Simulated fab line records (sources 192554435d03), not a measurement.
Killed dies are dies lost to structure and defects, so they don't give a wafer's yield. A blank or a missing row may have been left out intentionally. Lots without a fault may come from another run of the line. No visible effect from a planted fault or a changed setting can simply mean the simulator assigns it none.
Chamber matching	flow n5_finfet	N5_HKMG_FIN_ALD_91 on ald_metal-02: 4 sister chambers
The step deposits TiN, target thk 1 nm, pulse time 1 s, purge time 3 s. 20 wafers are shown with their chamber, then 10 later ones without.

## WAFERS WITH THEIR CHAMBER
wafer	chamber	heater_power_w (W)	precursor_pulse_height_rel
L074.1	3	832	0.972
L074.3	2	817	1.011
L074.6	1	887	1.000
L076.2	3	845	1.001
L076.3	0	949	1.014
L076.6	1	897	0.999
L077.3	1	900	1.023
L077.4	0	952	0.993
L077.6	1	873	0.979
L078.1	2	816	0.996
L078.3	3	828	1.015
L078.5	3	818	1.026
L082.2	0	958	0.984
L082.3	1	910	0.969
L082.6	1	866	1.005
L087.2	3	813	1.026
L087.3	1	900	1.007
L087.6	0	945	0.993
L088.1	3	827	1.023
L088.3	1	889	1.031

SIGNATURES, as means of the wafers listed above
reading	chamber 0	chamber 1	chamber 2	chamber 3	scatter within a chamber
heater_power_w	951.00	890.25	816.50	827.17	11.8
precursor_pulse_height_rel	0.99600	1.00162	1.00350	1.01050	0.019
Rule: a wafer's distance from a chamber is the root of the sum, over the readings, of the square of ((its reading less the chamber's mean) divided by the reading's scatter). If the next closest chamber is less than 2 further off than the closest, the wafer can't be placed; otherwise it belongs to the closest. How the scatter is found: for the shown wafers, subtract from each reading the mean of its chamber, square and add these, divide the total by (wafers less chambers), then take the root.

## WAFERS WITHOUT THEIR CHAMBER
wafer	heater_power_w (W)	precursor_pulse_height_rel
L088.4	817	1.010
L091.2	878	0.963
L091.5	801	0.988
L091.6	835	0.986
L095.1	828	1.001
L095.2	968	1.025
L095.4	883	1.009
L096.2	975	1.005
L096.4	815	1.011
L096.5	862	1.020

## CHAMBER TAKEN BY EACH
wafer	from the rows above	in truth
L088.4	can't be placed: 2 or 3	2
L091.2	1	1
L091.5	can't be placed: 2 or 3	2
L091.6	can't be placed: 3 or 2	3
L095.1	can't be placed: 3 or 2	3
L095.2	0	0
L095.4	1	1
L096.2	0	0
L096.4	can't be placed: 2 or 3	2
L096.5	can't be placed: 1 or 3 or 2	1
Correct placement for 4 of the 10. Can't be placed from these rows: 6 (the true chamber is among the candidates in 6). Placed wrongly: 0.
